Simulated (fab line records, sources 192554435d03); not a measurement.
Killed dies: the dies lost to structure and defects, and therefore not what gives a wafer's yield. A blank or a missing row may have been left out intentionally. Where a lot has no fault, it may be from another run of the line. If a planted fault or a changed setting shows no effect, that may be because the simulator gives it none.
Split-lot trial | flow n5 finfet | 21 wafers read from 7 lots, route of 1938 steps

## SPLIT DETAILS
At N5_BEOL_M14_COAT_04 (resist thk 800 nm), the setting spin rpm was moved away from the recipe's 1704 rpm on 7 of the 21 wafers read, by -9.2% to -3.5%. The other wafers ran this setting at the recipe's value.

## FROM THE SPLIT TO THE READING: what the file shows between them, 4 steps
- N5_BEOL_M14_EBR_06
- N5_BEOL_M14_SOFTBAKE_05: time 60 s
- N5_BEOL_M14_DESCUM_15: chemistry O2, time 7.9 s
- N5_BEOL_M14_ETCH_59: etches BARC in N2/H2, target depth 89 nm, overetch 26.7 nm, time 67.9 s

## THE READING
coat_of_BEOL_M14_COAT_04.thk nm (the simulator's own value, which no gauge read), in nm, at N5_BEOL_M14_VIA_ETCH_16 (etches SiO2 in C4F8/O2/Ar, target depth 1231.3 nm). The file gives no usual value for it. Average 455.0 nm, standard deviation 4.5 nm, over the 14 wafers here run with the recipe.

wafer  | tool, chamber at the split | spin rpm as run, rpm | against the recipe | coat_of_BEOL_M14_COAT_04.thk nm, nm | against lot-mates on the recipe
L075.1 | litho track-04, 0          | 1704                 | recipe             | 456.2                               | -
L075.2 | litho track-04, 0          | 1704                 | recipe             | 449.6                               | -
L075.6 | litho track-04, 0          | 1704                 | recipe             | 447                                 | -
L078.1 | litho track-04, 0          | 1587                 | -6.9%              | 490.2                               | +37.6
L078.3 | litho track-04, 0          | 1704                 | recipe             | 451.8                               | -
L078.5 | litho track-04, 0          | 1704                 | recipe             | 453.4                               | -
L079.1 | litho track-05, 0          | 1548                 | -9.2%              | 493                                 | +39.6
L079.3 | litho track-05, 0          | 1704                 | recipe             | 453.4                               | -
L079.6 | litho track-05, 0          | 1548                 | -9.2%              | 483.6                               | +30.2
L081.4 | litho track-05, 0          | 1704                 | recipe             | 456.6                               | -
L081.5 | litho track-05, 0          | 1704                 | recipe             | 456.6                               | -
L081.6 | litho track-05, 0          | 1704                 | recipe             | 455.4                               | -
L086.2 | litho track-01, 0          | 1572                 | -7.7%              | 481.8                               | +27.2
L086.3 | litho track-01, 0          | 1704                 | recipe             | 454.6                               | -
L086.4 | litho track-01, 0          | 1572                 | -7.7%              | 486                                 | +31.4
L089.2 | litho track-04, 0          | 1704                 | recipe             | 461.8                               | -
L089.3 | litho track-04, 0          | 1704                 | recipe             | 450.4                               | -
L089.6 | litho track-04, 0          | 1645                 | -3.5%              | 472.2                               | +16.1
L090.1 | litho track-04, 0          | 1704                 | recipe             | 460                                 | -
L090.4 | litho track-04, 0          | 1704                 | recipe             | 463.4                               | -
L090.5 | litho track-04, 0          | 1625                 | -4.6%              | 481                                 | +19.3

THE FIT
A straight line over all 21 wafers: coat_of_BEOL_M14_COAT_04.thk nm changes by -3.95 nm for each +1% of spin rpm; r = -0.94; the points scatter about the line by 5.1 nm.
The same after taking each lot's own level away (the mean of its wafers on the recipe; 21 wafers): -4.03 nm for each +1%; r = -0.97; scatter 3.9 nm.
On that fit, the largest move of spin rpm shifts the reading by 37 nm.
From 450.93 to 461.70 nm: that is the span of the lots' own levels, equal to 2.4 times the standard deviation above.
The two slopes agree, so the slope changes little with the lot-to-lot level.
Check: with one of the wafers moved furthest among these (-9.2%) left out of the fit, the line predicts +36.4 nm for it against its lot-mates. It came out at +39.6 nm against them.

## FURTHER SPLITS ON THESE WAFERS
Before the reading, these wafers also passed through other splits. Each is held against what the fit with the lots' levels taken away leaves over:
other split on the same wafers     | wafers away from the commonest value | r with coat_of_BEOL_M14_COAT_04.thk nm (lot level and that fit taken away)
N5_BEOL_M9_SURFACE_TREAT_79 time s | as run: not given for these wafers   | -
N5_BEOL_M10_TRENCH_ETCH_37 bias w  | 6                                    | +0.03
N5_BEOL_M10_ETCH_41 source w       | 8                                    | -0.20
N5_BEOL_M12_SPUTTER_44 time s      | 5                                    | -0.06
N5_BEOL_M13_CMP_49 down force psi  | 7                                    | -0.15

## THE WHOLE CHAIN: every reading that the file lists as answering this split, in the file's order
step                    | what it does                                                            | reading                                                                          | change (the file's fit)              | r (the file's)
N5_BEOL_M14_COAT_04     | resist thk 800 nm                                                       | coat_of_BEOL_M14_COAT_04.thk nm (the simulator's own value, which no gauge read) | -4.41 nm for each +1% of the setting | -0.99
N5_BEOL_M14_ETCH_59     | etches BARC in N2/H2, target depth 89 nm, overetch 26.7 nm, time 67.9 s | coat_of_BEOL_M14_COAT_04.thk nm (the simulator's own value, which no gauge read) | -4.33 nm for each +1% of the setting | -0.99
N5_BEOL_M14_VIA_ETCH_16 | etches SiO2 in C4F8/O2/Ar, target depth 1231.3 nm                       | coat_of_BEOL_M14_COAT_04.thk nm (the simulator's own value, which no gauge read) | -4.23 nm for each +1% of the setting | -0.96

## FILE'S OWN FIT
coat_of_BEOL_M14_COAT_04.thk nm changes by -4.23 nm for each +1% of spin rpm, r = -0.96.
